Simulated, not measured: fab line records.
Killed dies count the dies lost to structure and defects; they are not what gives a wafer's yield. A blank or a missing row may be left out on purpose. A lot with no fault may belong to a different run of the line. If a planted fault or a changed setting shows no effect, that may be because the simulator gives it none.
Which tool is to blame?    flow nandHarc    39 wafers from 13 lots sampled at 5 of the route's 1302 steps

== WHAT THE GAUGES SHOWED, per wafer ==
NHARC_A_DECK1_JOINT_THK_MEAS_17: measures by ellipsometry.
lot   measured      on            thkNm (nm)
L922  day 12 22:29  filmMetro-01  46.0 44.5 43.8
L923  day 13 10:07  filmMetro-02  44.1 45.1 46.4
L925  day 14 07:21  filmMetro-02  43.7 44.6 43.4
L927  day 14 20:41  filmMetro-01  44.4 44.0 45.7
L933  day 17 03:13  filmMetro-01  42.6 44.5 45.8
L935  day 17 03:13  filmMetro-01  46.8 45.0 46.3
L938  day 19 01:16  filmMetro-01  44.6 43.6 44.4
L939  day 19 13:01  filmMetro-02  41.9 46.2 48.4
L941  day 20 14:35  filmMetro-02  44.8 47.1 44.9
L943  day 21 02:34  filmMetro-01  44.0 43.4 47.0
L942  day 21 04:40  filmMetro-01  44.6 43.9 44.6
L944  day 21 11:40  filmMetro-02  44.7 44.1 44.6
L945  day 21 11:30  filmMetro-01  44.1 46.4 43.8

NHARC_END_SORT_01.
lot   measured      on         killedAtArray  killedAtOther  killedAtPeriphery  killedDies   killedOpen  killedShort
L922  day 24 04:12  prober-02  69 64 65       3 1 2          1 1 4              73 66 71     6 3 2       1 2 1
L923  day 25 09:34  prober-02  23 21 21       0 1 1          2 1 3              25 23 25     2 2 8       3 2 3
L925  day 26 07:46  prober-01  25 20 30       0 0 0          1 4 3              26 24 33     3 6 4       0 0 6
L927  day 26 16:01  prober-02  75 83 70       0 2 0          2 3 8              77 88 78     2 2 8       4 4 4
L933  day 29 14:40  prober-01  673 674 668    0 0 2          4 3 7              677 677 677  5 2 2       2 1 1
L935  day 29 22:28  prober-01  674 674 677    0 0 0          3 3 0              677 677 677  2 5 0       0 1 2
L938  day 30 22:38  prober-01  91 80 71       1 0 0          5 8 6              97 88 77     4 2 1       2 1 3
L939  day 31 09:19  prober-01  55 60 66       0 2 0          3 1 1              58 63 67     1 3 3       2 2 2
L941  day 32 17:53  prober-01  64 66 62       2 0 0          2 2 2              68 68 64     8 4 3       1 2 2
L943  day 33 21:05  prober-01  47 51 48       2 2 4          0 3 3              49 56 55     1 2 1       3 3 4
L942  day 33 04:44  prober-01  53 62 57       2 1 0          2 2 2              57 65 59     3 7 3       2 1 0
L944  day 33 11:40  prober-01  70 60 54       0 1 1          4 3 6              74 64 61     2 7 0       1 1 0
L945  day 34 04:07  prober-01  55 50 50       0 0 2          5 4 4              60 54 56     3 0 0       0 1 4

== TOOL THAT RAN EACH LOT (tool first, then ch and the chambers of the sampled wafers, then the start) ==
lot   NHARC_A_CHANNEL_FILL_D1_STRIP_28   NHARC_A_DECK1_JOINT_CMP_02     NHARC_A_ONON_D2_DEP_09
L922  rieDiel-08 ch 1,2,3, day 10 04:00  cmp-02 ch 0,1,3, day 12 21:53  pecvdOnon-04 ch 0, day 13 00:21
L923  rieDiel-08 ch 0,1,2, day 10 08:32  cmp-04 ch 0,2,3, day 13 09:29  pecvdOnon-02 ch 0, day 13 11:55
L925  rieDiel-08 ch 0,1,3, day 11 05:40  cmp-04 ch 2,3, day 14 06:32    pecvdOnon-02 ch 0, day 14 09:19
L927  rieDiel-13 ch 1,2, day 12 01:47    cmp-01 ch 1,2,3, day 14 20:02  pecvdOnon-04 ch 0, day 14 22:32
L933  rieDiel-04 ch 1,2,3, day 14 18:46  cmp-04 ch 0,1,2, day 17 02:34  pecvdOnon-02, day 17 05:05
L935  rieDiel-08 ch 0,1,2, day 14 18:46  cmp-01 ch 1,2, day 17 02:33    pecvdOnon-04, day 17 05:05
L938  rieDiel-04 ch 0,1, day 16 15:08    cmp-04 ch 1,2,3, day 19 00:38  pecvdOnon-01 ch 0, day 19 03:11
L939  rieDiel-04 ch 0,1,3, day 17 01:40  cmp-01 ch 1,2,3, day 19 12:06  pecvdOnon-02 ch 0, day 19 14:53
L941  rieDiel-13 ch 0,3, day 18 02:37    cmp-02 ch 0,1,2, day 20 13:59  pecvdOnon-01 ch 0, day 20 16:23
L943  rieDiel-13 ch 0,1,2, day 18 15:09  cmp-02 ch 1,2, day 21 01:55    pecvdOnon-04 ch 0, day 21 04:29
L942  rieDiel-13 ch 0,2,3, day 18 19:23  cmp-01 ch 1,2,3, day 21 04:02  pecvdOnon-02 ch 0, day 21 06:31
L944  rieDiel-13 ch 0,1,3, day 19 00:53  cmp-04 ch 0,2,3, day 21 10:53  pecvdOnon-01 ch 0, day 21 13:55
L945  rieDiel-08 ch 1,2, day 19 00:53    cmp-02 ch 1,3, day 21 10:50    pecvdOnon-02 ch 0, day 21 13:30
- NHARC_A_CHANNEL_FILL_D1_STRIP_28: strips in O2, time 20 s.
- NHARC_A_DECK1_JOINT_CMP_02: polishes SiOx.
- NHARC_A_ONON_D2_DEP_09: target thk 1000 nm.

== AS READ BY THE TOOLS THEMSELVES (means over the sampled wafers that have a number; for cases with no such wafer, the mark the record gives instead) ==
NHARC_A_CHANNEL_FILL_D1_STRIP_28.
lot   tool        drypumpMotorCurrentA (A)  o2FlowSccm (sccm)  oesProductAu (a.u.)  rfVppV (V)  showerheadPlenumPTorr (Torr)  throttleValvePct (%)
L922  rieDiel-08  5.8                       499.7              0.995                57.0        3.63                          17.020
L923  rieDiel-08  5.7                       500.5              0.993                57.2        3.65                          17.043
L925  rieDiel-08  5.7                       501.9              0.999                58.1        3.59                          17.037
L927  rieDiel-13  5.6                       500.4              0.989                57.6        3.59                          17.026
L933  rieDiel-04  5.7                       500.3              1.009                58.1        3.52                          17.029
L935  rieDiel-08  5.7                       500.0              1.001                58.1        3.65                          17.031
L938  rieDiel-04  5.4                       500.1              1.009                58.6        3.52                          17.042
L939  rieDiel-04  5.4                       499.2              1.015                57.6        3.44                          17.039
L941  rieDiel-13  5.6                       499.3              1.004                57.8        3.52                          17.041
L943  rieDiel-13  5.5                       499.8              1.010                57.6        3.62                          17.044
L942  rieDiel-13  5.7                       501.1              1.012                58.7        3.58                          17.033
L944  rieDiel-13  5.8                       501.3              1.014                58.3        3.49                          17.039
L945  rieDiel-08  5.8                       500.1              1.001                58.5        3.69                          17.029

NHARC_A_DECK1_JOINT_CMP_02.
lot   tool    motorCurrentA (A)
L922  cmp-02  11.8
L923  cmp-04  12.4
L925  cmp-04  13.2
L927  cmp-01  11.5
L933  cmp-04  11.4
L935  cmp-01  11.4
L938  cmp-04  12.2
L939  cmp-01  11.4
L941  cmp-02  11.6
L943  cmp-02  11.9
L942  cmp-01  11.6
L944  cmp-04  12.5
L945  cmp-02  12.4

NHARC_A_ONON_D2_DEP_09.
lot   tool          n2FlowSccm (sccm)  n2oFlowSccm (sccm)
L922  pecvdOnon-04  2759               1999
L923  pecvdOnon-02  2744               2002
L925  pecvdOnon-02  2754               1989
L927  pecvdOnon-04  2755               2003
L933  pecvdOnon-02  -                  -
L935  pecvdOnon-04  -                  -
L938  pecvdOnon-01  2754               1999
L939  pecvdOnon-02  2744               2004
L941  pecvdOnon-01  2751               2000
L943  pecvdOnon-04  2742               2002
L942  pecvdOnon-02  2754               2002
L944  pecvdOnon-01  2757               1996
L945  pecvdOnon-02  2749               2004

== THE ANSWER, worked out from the rows above alone ==
Rule: what is usual is taken from the lots themselves. Put in order of their means at a reading, lots are off if they are a third of the lots or fewer, leave a main group of 4 or more, and stand apart from it by a gap of 3 or more times the standard deviation of the main group's means; of several such gaps the widest counts. Not used: any main group whose means are identical at the precision the tables above print for the reading. Also off: a lot with no number at a reading for which 4 or more lots have one. All remaining lots with rows at the step are treated as sound. The gauges are gone through in route order, then the tools' own readings, and for those a lot's mean is taken as printed above. At the first step where some lot is off, the reading lying furthest off is the one used; lots without a number count as furthest.
Off: L933, L935 (NHARC_END_SORT_01, killedAtArray). Main group: mean 56, sd 18.
If a tool, at a process step before that reading, ran all the lots that are off and no sound lot after the first of them, it fits. Not tried: the gauges at NHARC_END_SORT_01; whatever is off there is also off at NHARC_A_ONON_D2_DEP_09, on other tools, and gauge error can't account for it. None of those tried fits.

== WHAT WAS PUT IN BY THE SIMULATOR ==
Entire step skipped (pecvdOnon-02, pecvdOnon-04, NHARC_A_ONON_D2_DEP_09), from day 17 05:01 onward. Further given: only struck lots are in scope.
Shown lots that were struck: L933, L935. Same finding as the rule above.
